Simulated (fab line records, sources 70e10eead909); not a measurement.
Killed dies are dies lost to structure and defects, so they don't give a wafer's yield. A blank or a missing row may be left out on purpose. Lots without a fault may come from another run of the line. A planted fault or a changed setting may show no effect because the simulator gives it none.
Which tool did it? | flow nand_harc | 12 lots, 33 wafers sampled, at 5 steps of a route of 1302

WHAT THE GAUGES READ, wafer by wafer
NHARC_END_SORT_01. Usual: killed_at_array 54, standard deviation 21; killed_at_other 0.9, standard deviation 1.1; killed_at_periphery 3.5, standard deviation 2.5; killed_dies 58, standard deviation 21; killed_open 3.3, standard deviation 1.9; killed_short 2.6, standard deviation 1.8.
lot  | measured     | on        | killed_at_array | killed_at_other | killed_at_periphery | killed_dies | killed_open | killed_short | flag
L654 | day 30 09:28 | prober-02 | 673 55          | 2 2             | 2 3                 | 677 60      | 3 3         | 6 3          | OFF
L655 | day 30 18:04 | prober-01 | 667 24          | 0 0             | 10 8                | 677 32      | 4 3         | 0 2          | OFF
L657 | day 31 22:56 | prober-01 | 668 673         | 1 0             | 3 4                 | 672 677     | 2 3         | 4 3          | OFF

WHICH TOOL RAN EACH LOT (tool, then ch and the chambers of the sampled wafers, then the start)
lot  | NHARC_A_STAIRCASE_ETCH_25                     | NHARC_A_STAIRCASE_TRIM_26                     | NHARC_A_STAIRCASE_ETCH_188         | NHARC_A_STAIRCASE_TRIM_196
L640 | rie_diel-13 ch 0,1,3, day 15 23:53 or earlier | rie_diel-13 ch 2,3, day 15 23:53 or earlier   | rie_diel-01 ch 0,3, day 15 23:53   | rie_diel-13 ch 1,2,3, day 16 00:49
L641 | rie_diel-03 ch 0,2, day 16 04:43 or earlier   | rie_diel-03 ch 1,2,3, day 16 04:43 or earlier | rie_diel-03 ch 0,2, day 16 04:43   | rie_diel-03 ch 0,2,3, day 16 05:35
L642 | rie_diel-01 ch 0,3, day 16 08:44 or earlier   | rie_diel-01 ch 0,3, day 16 08:44 or earlier   | rie_diel-01 ch 1,2, day 16 08:44   | rie_diel-01 ch 0,2, day 16 09:45
L643 | rie_diel-13 ch 1,2,3, day 18 00:34 or earlier | rie_diel-13 ch 1,2,3, day 18 00:34 or earlier | rie_diel-13 ch 1,2,3, day 18 00:34 | rie_diel-13 ch 1,2,3, day 18 01:40
L645 | rie_diel-01 ch 0,1,3, day 18 04:26 or earlier | rie_diel-01 ch 0,1,3, day 18 04:26 or earlier | rie_diel-03 ch 1,2,3, day 18 04:26 | rie_diel-01 ch 0,1, day 18 05:30
L647 | rie_diel-13 ch 1,2,3, day 18 16:31 or earlier | rie_diel-13 ch 1,2, day 18 16:31 or earlier   | rie_diel-03 ch 2,3, day 18 16:31   | rie_diel-03 ch 0,3, day 18 17:23
L654 | rie_diel-01 ch 1,3, day 21 22:33 or earlier   | rie_diel-01 ch 0,1, day 21 22:33 or earlier   | rie_diel-03 ch 0,1, day 21 22:33   | rie_diel-13 ch 0,1, day 22 00:01
L655 | rie_diel-03 ch 0,3, day 22 02:47 or earlier   | rie_diel-03 ch 1,3, day 22 02:47 or earlier   | rie_diel-03 ch 1,2, day 22 02:47   | rie_diel-03 ch 1,2, day 22 03:40
L657 | rie_diel-01 ch 0,1, day 23 04:10 or earlier   | rie_diel-01 ch 1,2, day 23 04:10 or earlier   | rie_diel-03 ch 1,3, day 23 04:10   | rie_diel-13 ch 0,3, day 23 05:02
L662 | rie_diel-13 ch 2,3, day 25 07:35 or earlier   | rie_diel-13 ch 0,1,3, day 25 07:35 or earlier | rie_diel-13 ch 0,1,2, day 25 07:35 | rie_diel-13 ch 2,3, day 25 08:27
L661 | rie_diel-01 ch 2,3, day 25 11:45 or earlier   | rie_diel-01 ch 1,2, day 25 11:45 or earlier   | rie_diel-03 ch 0,3, day 25 11:45   | rie_diel-13 ch 0,2,3, day 25 12:41
L663 | rie_diel-13 ch 0,2, day 25 21:25 or earlier   | rie_diel-13 ch 0,2,3, day 25 21:25 or earlier | rie_diel-13 ch 0,2, day 25 21:25   | rie_diel-01 ch 0,2,3, day 25 22:18
- NHARC_A_STAIRCASE_ETCH_25: etches the open film in C4F8/O2, target depth 100 nm, time 40.5 s.
- NHARC_A_STAIRCASE_TRIM_26: chemistry O2, time 211.2 s.
- NHARC_A_STAIRCASE_ETCH_188: etches the open film in C4F8/O2, target depth 100 nm, time 40.5 s.
- NHARC_A_STAIRCASE_TRIM_196: chemistry O2, time 211.2 s.

WHAT THE TOOLS THEMSELVES READ (means of the sampled wafers that have a number; where no wafer has one, the mark that the record gives instead)
NHARC_A_STAIRCASE_ETCH_25. Usual: oes_product_au 0.942 a.u., standard deviation 0.012; rf_fwd_power_W 591 W, standard deviation 3.3; rf_vpp_V 895 V, standard deviation 5.7.
lot  | tool        | oes_product_au (a.u.) | rf_fwd_power_W (W) | rf_vpp_V (V) | flag
L640 | rie_diel-13 | 0.947                 | 592                | 897          |
L641 | rie_diel-03 | 0.943                 | 591                | 888          |
L642 | rie_diel-01 | 0.937                 | 587                | 896          |
L643 | rie_diel-13 | 0.951                 | 591                | 897          |
L645 | rie_diel-01 | 0.941                 | 592                | 895          |
L647 | rie_diel-13 | 0.941                 | 592                | 896          |
L654 | rie_diel-01 | 0.929                 | 594                | 893          |
L655 | rie_diel-03 | 0.948                 | 592                | 898          |
L657 | rie_diel-01 | 0.948                 | 590                | 898          |
L662 | rie_diel-13 | 0.939                 | 593                | 893          |
L661 | rie_diel-01 | 0.967                 | 587                | 892          |
L663 | rie_diel-13 | 0.944                 | 593                | 901          |

NHARC_A_STAIRCASE_TRIM_26. Usual: drypump_motor_current_A 5.8 A, standard deviation 0.35; oes_product_au 0.997 a.u., standard deviation 0.011; rf_vpp_V 57.9 V, standard deviation 0.91; showerhead_plenum_p_Torr 3.51 Torr, standard deviation 0.15; throttle_valve_pct 17.036 %, standard deviation 0.0091.
lot  | tool        | drypump_motor_current_A (A) | oes_product_au (a.u.) | rf_vpp_V (V) | showerhead_plenum_p_Torr (Torr) | throttle_valve_pct (%) | flag
L640 | rie_diel-13 | 5.4                         | 0.997                 | 56.8         | 3.49                            | 17.033                 |
L641 | rie_diel-03 | 5.8                         | 1.015                 | 57.5         | 3.44                            | 17.028                 |
L642 | rie_diel-01 | 6.2                         | 0.989                 | 57.9         | 3.42                            | 17.037                 |
L643 | rie_diel-13 | 5.6                         | 1.006                 | 58.2         | 3.58                            | 17.036                 |
L645 | rie_diel-01 | 6.0                         | 0.990                 | 57.7         | 3.51                            | 17.033                 |
L647 | rie_diel-13 | 5.7                         | 0.994                 | 58.6         | 3.68                            | 17.029                 |
L654 | rie_diel-01 | 5.8                         | 0.998                 | 58.0         | 3.58                            | 17.034                 |
L655 | rie_diel-03 | 5.6                         | 0.996                 | 57.5         | 3.45                            | 17.037                 |
L657 | rie_diel-01 | 5.8                         | 1.002                 | 57.2         | 3.54                            | 17.037                 |
L662 | rie_diel-13 | 5.5                         | 0.998                 | 57.4         | 3.51                            | 17.043                 |
L661 | rie_diel-01 | 5.9                         | 1.015                 | 58.3         | 3.50                            | 17.037                 |
L663 | rie_diel-13 | 5.7                         | 0.992                 | 58.1         | 3.53                            | 17.037                 |

NHARC_A_STAIRCASE_ETCH_188. Usual: oes_product_au 0.940 a.u., standard deviation 0.015; rf_fwd_power_W 591.9 W, standard deviation 2.7; rf_vpp_V 895 V, standard deviation 5.8.
lot  | tool        | oes_product_au (a.u.) | rf_fwd_power_W (W) | rf_vpp_V (V) | flag
L640 | rie_diel-01 | 0.948                 | 587.0              | 895          |
L641 | rie_diel-03 | 0.954                 | 590.1              | 888          |
L642 | rie_diel-01 | 0.941                 | 588.1              | 896          |
L643 | rie_diel-13 | 0.947                 | 592.1              | 897          |
L645 | rie_diel-03 | 0.940                 | 594.2              | 893          |
L647 | rie_diel-03 | 0.956                 | 594.4              | 890          |
L654 | rie_diel-03 | 1.014                 | 593.7              | 900          | OFF
L655 | rie_diel-03 | 1.029                 | 589.1              | 892          | OFF
L657 | rie_diel-03 | 1.128                 | 594.7              | 892          | OFF
L662 | rie_diel-13 | 0.936                 | 590.6              | 900          |
L661 | rie_diel-03 | 0.943                 | 593.8              | 899          |
L663 | rie_diel-13 | 0.942                 | 592.2              | 899          |

NHARC_A_STAIRCASE_TRIM_196. Usual: drypump_motor_current_A 5.8 A, standard deviation 0.36; oes_product_au 0.997 a.u., standard deviation 0.012; rf_vpp_V 57.8 V, standard deviation 0.92; showerhead_plenum_p_Torr 3.52 Torr, standard deviation 0.16; throttle_valve_pct 17.036 %, standard deviation 0.0098.
lot  | tool        | drypump_motor_current_A (A) | oes_product_au (a.u.) | rf_vpp_V (V) | showerhead_plenum_p_Torr (Torr) | throttle_valve_pct (%) | flag
L640 | rie_diel-13 | 5.6                         | 0.989                 | 57.1         | 3.59                            | 17.040                 |
L641 | rie_diel-03 | 5.9                         | 1.008                 | 57.2         | 3.35                            | 17.033                 |
L642 | rie_diel-01 | 5.9                         | 1.003                 | 58.3         | 3.51                            | 17.035                 |
L643 | rie_diel-13 | 5.6                         | 1.003                 | 57.7         | 3.58                            | 17.030                 |
L645 | rie_diel-01 | 5.8                         | 0.991                 | 57.6         | 3.59                            | 17.038                 |
L647 | rie_diel-03 | 5.9                         | 1.010                 | 57.1         | 3.31                            | 17.039                 |
L654 | rie_diel-13 | 5.8                         | 0.985                 | 58.4         | 3.62                            | 17.040                 |
L655 | rie_diel-03 | 6.0                         | 1.006                 | 57.9         | 3.44                            | 17.032                 |
L657 | rie_diel-13 | 5.5                         | 0.988                 | 57.8         | 3.46                            | 17.038                 |
L662 | rie_diel-13 | 5.4                         | 0.997                 | 57.3         | 3.45                            | 17.030                 |
L661 | rie_diel-13 | 5.7                         | 0.990                 | 58.3         | 3.54                            | 17.041                 |
L663 | rie_diel-01 | 6.1                         | 1.002                 | 57.7         | 3.43                            | 17.038                 |

THE ANSWER, worked out from the rows above alone
Rule: a lot is off if the mean of its wafers that have a number lies more than 3 standard deviations from the usual mean. A lot without any number at a reading at which 4 lots or more have one is off too. The other lots that the step has rows for count as sound. The gauges are gone through in route order, then the tools' own readings, and for those a lot's mean is taken as printed above. The first step at which some lot is off is used, and at that step the reading that is off furthest; a lot without a number counts as furthest.
Off: L654, L655, L657, at NHARC_END_SORT_01 (killed_at_array). Neither off nor sound, because the step has no rows for them: L640, L641, L642, L643, L645, L647, L662, L661, L663.
A tool fits if, at a process step before that reading, it ran every lot that is off, and no sound lot after the first of them. The gauges at NHARC_END_SORT_01 aren't tried: what is off there is off at NHARC_A_STAIRCASE_ETCH_188 too, on other tools, and a gauge's error can't cause that. NHARC_A_STAIRCASE_ETCH_25 gives no start for some lots, so the hours and the order of its lots are those of NHARC_A_STAIRCASE_ETCH_188. NHARC_A_STAIRCASE_TRIM_26 gives no start for some lots, so the hours and the order of its lots are those of NHARC_A_STAIRCASE_ETCH_188. One fits: rie_diel-03 at NHARC_A_STAIRCASE_ETCH_188. It ran no sound lot before its first lot that is off in this sample, so the start can't be narrowed down.

WHAT THE SIMULATOR HAD PUT IN
Process parameter drift: rie_diel-03, from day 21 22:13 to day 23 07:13, at NHARC_A_STAIRCASE_ETCH_188. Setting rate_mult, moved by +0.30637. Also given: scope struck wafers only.
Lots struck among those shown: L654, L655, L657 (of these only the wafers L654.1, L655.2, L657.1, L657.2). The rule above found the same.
